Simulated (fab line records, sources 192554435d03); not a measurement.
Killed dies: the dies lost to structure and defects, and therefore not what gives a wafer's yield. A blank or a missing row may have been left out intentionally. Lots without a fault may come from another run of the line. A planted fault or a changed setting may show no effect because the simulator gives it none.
Split-lot trial | flow n5Finfet | 21 wafers read from 7 lots, route of 1938 steps

== SPLIT DETAILS ==
At N5_BEOL_M5_COAT_22 (resist thk 30 nm), the setting spinRpm was moved away from the recipe's 1500 rpm on 6 of the 21 wafers read, by -7.3% to +8.3%. This setting was run at the recipe's value on the other wafers.

== FROM THE SPLIT TO THE READING: what the file shows between them, 4 steps ==
- N5_BEOL_M5_EBR_24
- N5_BEOL_M5_SOFTBAKE_23: time 60 s
- N5_BEOL_M5_EXPOSE_25: exposes mask V4, defocus 10 nm
- N5_BEOL_M5_PEB_26: peb time 60 s

== THE READING ==
CAR-EUV_of_BEOL_M5_COAT_22.thkNm (the simulator's own value, which no gauge read), in nm, at N5_BEOL_M5_DEVELOP_27 (develop time 30 s). There is no usual value for it anywhere in the file. The 15 wafers here that ran the recipe average 29.6 nm, standard deviation 0.13 nm.

wafer  | tool, chamber at the split | spinRpm as run, rpm | against the recipe | CAR-EUV_of_BEOL_M5_COAT_22.thkNm, nm | against lot-mates on the recipe
L074.2 | lithoTrack-05, 0           | 1500                | recipe             | 29.6                                 | -
L074.6 | lithoTrack-05, 0           | 1500                | recipe             | 29.6                                 | -
L074.5 | lithoTrack-05, 0           | 1500                | recipe             | 29.8                                 | -
L077.1 | lithoTrack-01, 0           | 1500                | recipe             | 29.4                                 | -
L077.3 | lithoTrack-01, 0           | 1500                | recipe             | 29.4                                 | -
L077.4 | lithoTrack-01, 0           | 1404                | -6.4%              | 30.6                                 | +1.2
L079.3 | lithoTrack-04, 0           | 1500                | recipe             | 29.6                                 | -
L079.5 | lithoTrack-04, 0           | 1500                | recipe             | 29.8                                 | -
L079.6 | lithoTrack-04, 0           | 1500                | recipe             | 29.8                                 | -
L080.2 | lithoTrack-01, 0           | 1500                | recipe             | 29.6                                 | -
L080.3 | lithoTrack-01, 0           | 1624                | +8.3%              | 28.4                                 | -1.2
L080.5 | lithoTrack-01, 0           | 1624                | +8.3%              | 28.4                                 | -1.2
L090.4 | lithoTrack-01, 0           | 1500                | recipe             | 29.6                                 | -
L090.5 | lithoTrack-01, 0           | 1390                | -7.3%              | 30.8                                 | +1.2
L090.6 | lithoTrack-01, 0           | 1390                | -7.3%              | 30.6                                 | +1.0
L093.3 | lithoTrack-04, 0           | 1500                | recipe             | 29.6                                 | -
L093.6 | lithoTrack-04, 0           | 1500                | recipe             | 29.6                                 | -
L093.5 | lithoTrack-04, 0           | 1500                | recipe             | 29.4                                 | -
L097.1 | lithoTrack-04, 0           | 1407                | -6.2%              | 30.4                                 | +0.8
L097.3 | lithoTrack-04, 0           | 1500                | recipe             | 29.6                                 | -
L097.4 | lithoTrack-04, 0           | 1500                | recipe             | 29.6                                 | -

THE FIT
A straight line over all 21 wafers: CAR-EUV_of_BEOL_M5_COAT_22.thkNm changes by -0.146 nm for each +1% of spinRpm; r = -0.98; the points scatter about the line by 0.12 nm.
The same after taking each lot's own level away (the mean of its wafers on the recipe; 21 wafers): -0.15 nm for each +1%; r = -0.99; scatter 0.096 nm.
According to that fit, moving spinRpm by its largest amount changes the reading by 1.2 nm.
The span of the lots' own levels, 29.40 to 29.73 nm, comes to 2.6 times the standard deviation stated above.
The two slopes are in agreement: the lot-to-lot level therefore moves the slope only a little.
Check: for one of the wafers moved furthest among these (+8.3%), held out of the fit, the line's prediction against its lot-mates is -1.24 nm. It came out at -1.2 nm against them.

== FURTHER SPLITS ON THESE WAFERS ==
Before the reading, these wafers also passed through other splits. Each is held against what the fit with the lots' levels taken away leaves over:
other split on the same wafers | wafers away from the commonest value | r with CAR-EUV_of_BEOL_M5_COAT_22.thkNm (lot level and that fit taken away)
N5_BEOL_M3_ETCH_70 biasW       | 6                                    | -0.15
N5_BEOL_M4_COAT_73 spinRpm     | 10                                   | -0.27
N5_BEOL_M4_COAT_05 spinRpm     | 4                                    | +0.04
N5_BEOL_M5_ETCH_72 biasW       | 6                                    | -0.04

== THE WHOLE CHAIN: every reading that the file lists as answering this split, in the file's order ==
step                  | what it does      | reading                                                                           | change (the file's fit)               | r (the file's)
N5_BEOL_M5_COAT_22    | resist thk 30 nm  | CAR-EUV_of_BEOL_M5_COAT_22.thkNm (the simulator's own value, which no gauge read) | -0.158 nm for each +1% of the setting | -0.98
N5_BEOL_M5_DEVELOP_27 | develop time 30 s | CAR-EUV_of_BEOL_M5_COAT_22.thkNm (the simulator's own value, which no gauge read) | -0.152 nm for each +1% of the setting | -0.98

== THE FILE'S OWN FIT ==
CAR-EUV_of_BEOL_M5_COAT_22.thkNm changes by -0.152 nm for each +1% of spinRpm, r = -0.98.
